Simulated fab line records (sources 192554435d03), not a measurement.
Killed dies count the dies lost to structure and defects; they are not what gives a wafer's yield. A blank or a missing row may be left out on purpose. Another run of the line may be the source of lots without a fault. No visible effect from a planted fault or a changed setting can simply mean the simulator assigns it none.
Problem report, 8D (eight disciplines) form, completed by code || flow n5_finfet || the parts of the form that need people (team, actions taken, sign-off) are left out

## 1. THE PROBLEM
Mean of spin_speed_rpm at N5_BEOL_M2_COAT_68: 1729.3 rpm across 6 wafers in 2 lots; on wafers with no fault it is 1500.2 rpm (standard deviation 0.82). So: +99 or more standard deviations from the usual mean.
The step: time 60 s, resist thk 12 nm.
Earliest sighting: wafer L654.2 on litho_track-03 at day 11 05:56. Wafers with a number at this step in the record: 12, from 4 lots. By rule, "out" or "out of limits" means more than 4 standard deviations away from the usual mean. Any other wafer with a number is counted as sound.

## 2. WHAT IT IS AND WHAT IT IS NOT
{"question": "which readings at this step", "is": "spin_speed_rpm", "is not": "-"}
{"question": "which lots", "is": "L654, L656", "is not": "L650, L655"}
{"question": "which wafers of those lots", "is": "all that have a number", "is not": "-"}
{"question": "read on which tools", "is": "litho_track-03", "is not": "litho_track-05"}
{"question": "when", "is": "from day 11 05:56", "is not": "up to then (3 sound wafers); but 3 sound wafers of L655 came after"}

## 3. SUSPECTS, AND WHAT RULES EACH OUT
Counting: a tool at a process step up to the reading stays a suspect if it ran every lot that is out and no sound lot after the first of them.
- litho_track-03 at N5_BEOL_M2_COAT_68 (time 60 s, resist thk 12 nm): kept. It ran every lot that is out, first L654 (day 11 05:56), and no sound lot after that; its last sound lot up to then is L650 (day 10 11:08). Its own spin_speed_rpm readings are out on those wafers.
Left after counting: litho_track-03 at N5_BEOL_M2_COAT_68.

## 4. THE CAUSE (what the simulator had put in)
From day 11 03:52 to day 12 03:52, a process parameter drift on litho_track-03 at N5_BEOL_M2_COAT_68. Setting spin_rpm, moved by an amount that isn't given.
This tool alone remained once counting was done.

## 5. THE CHAIN OF EFFECTS, in route order
Each row: a reading whose mean over the struck wafers that have a number lies more than 3 standard deviations from the usual. Readings are gone through only where the record gives a usual standard deviation; hours: the median, over the lots, of the time from a lot's start at the first step in this table giving one to that lot's start at this step; sigmas: the change measured in usual standard deviations.
{"hours": 0, "step": "N5_BEOL_M2_COAT_68", "reading": "spin_speed_rpm", "usual": "1500.2 rpm", "on struck wafers": 1729.3, "change": "+229.1", "sigmas": "+99 or more"}
It contains these process steps:
- N5_BEOL_M2_COAT_68: time 60 s, resist thk 12 nm.
Later measuring or inspecting steps at which every struck wafer that the step has a row for has a number for every such reading, and none has moved that far: N5_BEOL_M4_RC_MEAS_101.

## 6. HOW IT WOULD HAVE BEEN CAUGHT EARLIER
In this record the first reading out of limits was taken at day 11 05:56, 2 hours after the fault began at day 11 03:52.
